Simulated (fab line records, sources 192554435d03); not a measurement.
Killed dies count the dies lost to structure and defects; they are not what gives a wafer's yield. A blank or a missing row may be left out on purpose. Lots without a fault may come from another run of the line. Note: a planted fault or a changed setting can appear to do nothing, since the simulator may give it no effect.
Chamber matching -- flow n5_finfet -- N5_BEOL_M7_ETCH_61 on rie_diel-04 has 4 sister chambers
The step etches SiARC in CF4, target depth 45.5 nm, time 75.8 s. 4 wafers are shown with their chamber, then 7 later ones without.

WAFERS, EACH WITH ITS CHAMBER
wafer,chamber,throttle_valve_pct (%)
L077.4,3,15.96
L078.4,1,15.72
L083.2,0,15.58
L083.5,2,15.68

WAFERS WITH NO CHAMBER GIVEN
wafer,throttle_valve_pct (%)
L083.6,15.74
L084.1,15.70
L084.3,15.58
L084.5,15.74
L096.1,15.78
L096.3,15.65
L096.4,15.56

THE CHAMBER EACH PASSED THROUGH
wafer,from the rows above,in truth
L083.6,can't be placed: 1 or 2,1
L084.1,can't be placed: 2 or 1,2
L084.3,0,0
L084.5,can't be placed: 1 or 2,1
L096.1,can't be placed: 1 or 2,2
L096.3,can't be placed: 2 or 0 or 1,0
L096.4,0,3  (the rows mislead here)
Placed correctly: 1 of 7. These rows do not allow placing 5 (true chamber among the candidates in 5). 1 placed wrongly.
How it was worked out, from the rows above alone: a wafer's distance from a chamber is the root of the sum, over the readings, of the square of ((its reading less the chamber's mean) divided by the reading's scatter). The wafer belongs to the nearest chamber; if the next one is less than 2 further off, it can't be placed. A chamber's mean is the mean of its shown wafers. The scatter: root of mean squared gap, hidden wafer to nearest shown wafer, with one shown wafer a chamber.
